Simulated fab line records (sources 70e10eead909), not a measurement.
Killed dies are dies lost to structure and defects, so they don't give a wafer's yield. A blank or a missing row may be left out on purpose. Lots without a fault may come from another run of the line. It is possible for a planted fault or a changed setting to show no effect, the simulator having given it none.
A single fault, viewed from 3 desks    flow nandHarc    each desk has only its own numbers; what lay behind them comes last

THE DEFECT DESK
Per lot, the means of the sampled wafers with a number show what the inspections along the route counted. Any lot whose mean is over 4 standard deviations away from the usual mean is out of limits and marked OUT; that distance is given in the brackets.
Columns: A = rawDefectCount at NHARC_P_M0_INSPECT_27, usual 310; B = rawDefectCount at NHARC_P_M1_INSPECT_11, usual 3.8
lot   first seen here  A    B
L159  day 6 08:13      436  5.0
L162  day 6 21:41      288  3.0
L160  day 6 22:14      494  3.3
L163  day 7 08:08      319  1.0
L169  day 8 11:26      342  4.3
L167  day 8 12:04      393  4.3
L173  day 9 10:48      199  5.3
L172  day 9 11:12      290  2.7
L174  day 10 06:32     252  5.3
L176  day 10 12:55     213  5.0
L179  day 11 13:25     248  4.3
L181  day 11 13:28     321  4.3
This desk found nothing out of limits on any of the 12 lots.

DESK OF THE TOOL OWNER: lithoTrack-04
The tool's own readings at NHARC_P_M1_PEB_07 (peb time 65 s): means of the sampled wafers that have a number, for each lot that ran on this tool. Any lot whose mean is over 4 standard deviations away from the usual mean is out of limits and marked OUT; that distance is given in the brackets.
Columns: A = heaterPowerTotalW at NHARC_P_M1_PEB_07, usual 156.5 W; B = plateTempC at NHARC_P_M1_PEB_07, usual 100.00 C
lot   first seen here  A                B
L159  day 6 09:31      156.9            100.06
L163  day 7 09:27      156.4            100.05
L169  day 8 12:46      171.8 (+37) OUT  107.05 (+59) OUT
L167  day 8 13:23      171.7 (+37) OUT  106.99 (+58) OUT
This desk's finding: out of limits on L167, L169; first on L169, day 8 12:46 (heaterPowerTotalW at NHARC_P_M1_PEB_07). L159, L163 stayed within limits.

FROM THE METROLOGY DESK
What the gauges read, lot by lot, whatever tool the lot ran on: means of the sampled wafers that have a number. Any lot whose mean is over 4 standard deviations away from the usual mean is out of limits and marked OUT; that distance is given in the brackets.
Columns: A = cdNm at NHARC_P_M1_CD_MEAS_09, usual 130.0 nm; B = overlayXNm at NHARC_P_M1_OVL_MEAS_10, usual -0.1 nm; C = overlayYNm at NHARC_P_M1_OVL_MEAS_10, usual 0.0 nm
lot   first seen here  A                B     C
L159  day 6 09:36      129.8            0.9   0.9
L162  day 6 23:06      129.7            0.1   1.2
L160  day 6 23:43      129.7            -0.8  0.5
L163  day 7 09:32      130.6            -0.0  -0.2
L169  day 8 12:50      151.6 (+28) OUT  0.9   1.4
L167  day 8 13:28      150.9 (+27) OUT  -0.8  -0.7
L173  day 9 12:26      130.1            0.7   -0.3
L172  day 9 12:46      130.1            -0.9  -0.9
L174  day 10 07:55     130.1            0.3   0.3
L176  day 10 14:12     129.9            0.3   -2.2
L179  day 11 14:41     130.0            -0.1  -1.1
L181  day 11 14:53     130.0            -1.0  -0.6
This desk's finding: out of limits on L167, L169; first on L169, day 8 12:50 (cdNm at NHARC_P_M1_CD_MEAS_09). L159, L162, L160, L163, L173, L172, L174, L176, L179, L181 stayed within limits.

PUT TOGETHER
An alarm could have come from the tool owner's desk at day 8 12:46, on L167, L169.
At day 8 12:50 the metrology desk could have sounded an alarm, on L167, L169.
Nothing out of limits was seen by the defect desk.
The defect desk has L167, L169 on record, within its limits.
NHARC_P_M1_PEB_07 was run on lithoTrack-04 by each of the lots named.

WHAT THE SIMULATOR HAD PUT IN
Process parameter drift: lithoTrack-04, from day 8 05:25 on, at NHARC_P_M1_PEB_07. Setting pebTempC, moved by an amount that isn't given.
Struck lots among those shown: L167, L169.
Fault start to first reading out of limits, in hours, per desk: tool owner, 7; metrology, 7.
